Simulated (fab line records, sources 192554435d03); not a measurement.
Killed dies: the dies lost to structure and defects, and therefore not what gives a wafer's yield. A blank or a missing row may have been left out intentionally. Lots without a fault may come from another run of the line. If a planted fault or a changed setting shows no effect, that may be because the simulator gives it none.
Struck lot and sound lot, side by side || flow n5 finfet || 14 out of 1938 route steps
Sound: wafers L897.1, L897.5, L897.6. Wafers L911.1, L911.2, L911.3 were the ones struck. At the end, the cause is stated.
Order at every step that has rows: each side's tool, ch and its chambers, its first start. Under that, the readings that differ: sound wafers || struck wafers || difference of the means || sigmas: that difference in standard deviations of wafers without a fault.
alike: a reading whose means differ by less than 2 such deviations, as well as words and numbers matching on both sides. not compared: withheld readings; readings where some wafer has no value; bounds like >300 that might hide an equal value; numbers whose values overlap and for which the record gives no deviation.
A row with sigmas, a row that says differs or no value, or rows on one side alone: a step with any of these is where the two part. Numbers that don't overlap but have no deviation are shown without sigmas and don't part them. Lack of a reading on every wafer of one side parts them only where that side has two or more wafers.

N5_PASSIVATION_AL_ETCH_33: etches Al in Cl2/BCl3, stops on TaN, target depth 2800 nm, time 466.7 s.
  sound on rie metal-03 ch 0, day 12 02:29; struck on rie metal-03 ch 0,1, day 15 18:54
{"reading": "bias w (W)", "sound": "100.8 100.5 100.3", "struck": "100.0 100.0 99.5", "difference": -0.7, "sigmas": -2}
{"reading": "oes product au (a.u.)", "sound": "0.55 0.55 0.55", "struck": "0.84 0.82 0.83", "difference": "+0.28", "sigmas": "+3"}
  alike: drypump motor current A, throttle valve pct
  not compared: rf hours counter h
N5_PASSIVATION_ETCH_59: etches TaN in Cl2/BCl3, target depth 65 nm, time 34.9 s.
  sound on rie metal-03 ch 0, day 12 03:17; struck on rie metal-03 ch 0,1, day 15 19:26
{"reading": "oes product au (a.u.)", "sound": "0.60 0.60 0.61", "struck": "0.97 0.91 0.91", "difference": "+0.33", "sigmas": "+3"}
{"reading": "throttle valve pct (%)", "sound": "21.52 21.53 21.55", "struck": "21.02 21.23 21.23", "difference": -0.37, "sigmas": -2}
  alike: bias w, drypump motor current A
  not compared: rf hours counter h
N5_PASSIVATION_STRIP_34: strips in O2.
  sound on rie diel-02 ch 0,3, day 12 03:38; struck on rie diel-01 ch 0,1,3, day 15 19:35
  alike: drypump motor current A, o2 flow sccm, oes product au, rf vpp V, showerhead plenum p Torr, throttle valve pct
  not compared: rf hours counter h
then, 4 steps without rows for these wafers: N5_PASSIVATION_STRIP_51 (strips in post etch residue remover, time 1200 s); N5_PASSIVATION_CLEAN_69 (cleans in IPA, time 180 s); N5_PASSIVATION_SRD_70 (time 30 s); N5_PASSIVATION_PECVD_53 (deposits SiO2 from TEOS/O2, target thk 800 nm, time 169.4 s).
N5_PASSIVATION_PECVD_35: deposits SiNx from SiH4/NH3/N2, target thk 700 nm, time 151.3 s.
  sound on pecvd-04 ch 0,1, day 12 04:17; struck on pecvd-04 ch 0,1,2, day 15 20:14
  alike: heater power w, showerhead plenum p Torr, throttle valve pct
then, 4 steps without rows for these wafers: N5_PASSIVATION_HMDS_37 (time 60 s); N5_PASSIVATION_COAT_38; N5_PASSIVATION_EBR_40; N5_PASSIVATION_SOFTBAKE_39 (time 120 s).
N5_PASSIVATION_EXPOSE_41: exposes mask PASS OPEN, defocus 0 nm, target cd 40000 nm.
  struck on krf scanner-01, day 15 20:37; sound on krf scanner-01 ch 0, day 12 04:40
  no value came back on the struck wafers for exposure dose mJ cm2, focus offset nm (nm), stage vel mm s (mm/s); on the sound wafers exposure dose mJ cm2 reads 57.22 57.31 57.25
  alike: mask
then, 1 step without rows for these wafers: N5_PASSIVATION_PEB_42.

== WHERE THEY PART ==
At N5_PASSIVATION_AL_ETCH_33 first; at N5_PASSIVATION_EXPOSE_41 last (within this record only).

WHY: the cause the simulator had injected
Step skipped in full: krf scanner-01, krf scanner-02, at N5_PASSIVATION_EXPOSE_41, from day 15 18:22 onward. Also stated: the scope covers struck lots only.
